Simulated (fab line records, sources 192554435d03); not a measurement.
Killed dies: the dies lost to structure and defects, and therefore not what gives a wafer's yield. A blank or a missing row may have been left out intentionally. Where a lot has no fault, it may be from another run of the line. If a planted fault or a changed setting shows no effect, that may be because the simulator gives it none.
Matching of chambers | flow n5Finfet | N5_BEOL_M13_DESCUM_33 on rieDiel-01 has 4 sister chambers
The step chemistry O2, time 7.9 s. 14 wafers are shown with their chamber, then 7 later ones without.

## EACH WAFER AND ITS CHAMBER
wafer  | chamber | drypumpMotorCurrentA (A) | showerheadPlenumPTorr (Torr) | throttleValvePct (%)
L079.1 | 3       | 5.6                      | 2.17                         | 20.74
L079.3 | 1       | 6.1                      | 2.05                         | 20.68
L079.4 | 0       | 6.2                      | 1.98                         | 20.63
L083.1 | 2       | 5.2                      | 2.05                         | 20.40
L083.4 | 0       | 6.2                      | 1.97                         | 20.63
L083.6 | 0       | 6.2                      | 1.97                         | 20.63
L086.1 | 2       | 5.2                      | 2.05                         | 20.41
L086.2 | 0       | 6.2                      | 1.97                         | 20.62
L086.4 | 3       | 5.6                      | 2.16                         | 20.77
L087.1 | 0       | 6.2                      | 1.97                         | 20.65
L087.3 | 3       | 5.6                      | 2.16                         | 20.77
L087.6 | 2       | 5.2                      | 2.04                         | 20.42
L089.1 | 3       | 5.6                      | 2.16                         | 20.79
L089.2 | 2       | 5.3                      | 2.04                         | 20.43

SIGNATURES, as means of the wafers listed above
reading               | chamber 0 | chamber 1 | chamber 2 | chamber 3 | scatter within a chamber
drypumpMotorCurrentA  | 6.200     | 6.100     | 5.225     | 5.600     | 0.0274
showerheadPlenumPTorr | 1.9720    | 2.0500    | 2.0450    | 2.1625    | 0.00505
throttleValvePct      | 20.6320   | 20.6800   | 20.4150   | 20.7675   | 0.015
Rule: a wafer lies at a distance from a chamber equal to the root of the sum of squares, over the readings, of (its reading less the chamber's mean, divided by the reading's scatter). If the next closest chamber is less than 2 further off than the closest, the wafer can't be placed; otherwise it belongs to the closest. The scatter: take each reading less its chamber's mean, square it, sum over the shown wafers, divide by the number of wafers less the number of chambers, and take the root.

## WAFERS WHOSE CHAMBER IS MISSING
wafer  | drypumpMotorCurrentA (A) | showerheadPlenumPTorr (Torr) | throttleValvePct (%)
L089.4 | 6.0                      | 2.05                         | 20.33
L093.4 | 6.1                      | 2.05                         | 20.35
L093.5 | 5.2                      | 2.04                         | 20.44
L093.6 | 6.2                      | 2.23                         | 20.10
L097.1 | 5.6                      | 2.15                         | 20.45
L097.3 | 5.2                      | 2.04                         | 20.49
L097.5 | 5.6                      | 2.15                         | 20.43

## EACH ONE'S CHAMBER
wafer  | from the rows above     | in truth
L089.4 | 1                       | 1
L093.4 | 1                       | 1
L093.5 | 2                       | 2
L093.6 | can't be placed: 3 or 1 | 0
L097.1 | 3                       | 3
L097.3 | 2                       | 2
L097.5 | 3                       | 3
Correct placement for 6 of the 7. Unplaceable from these rows: 1, with the true chamber sitting among the candidates in 0. Placed wrongly: 0.
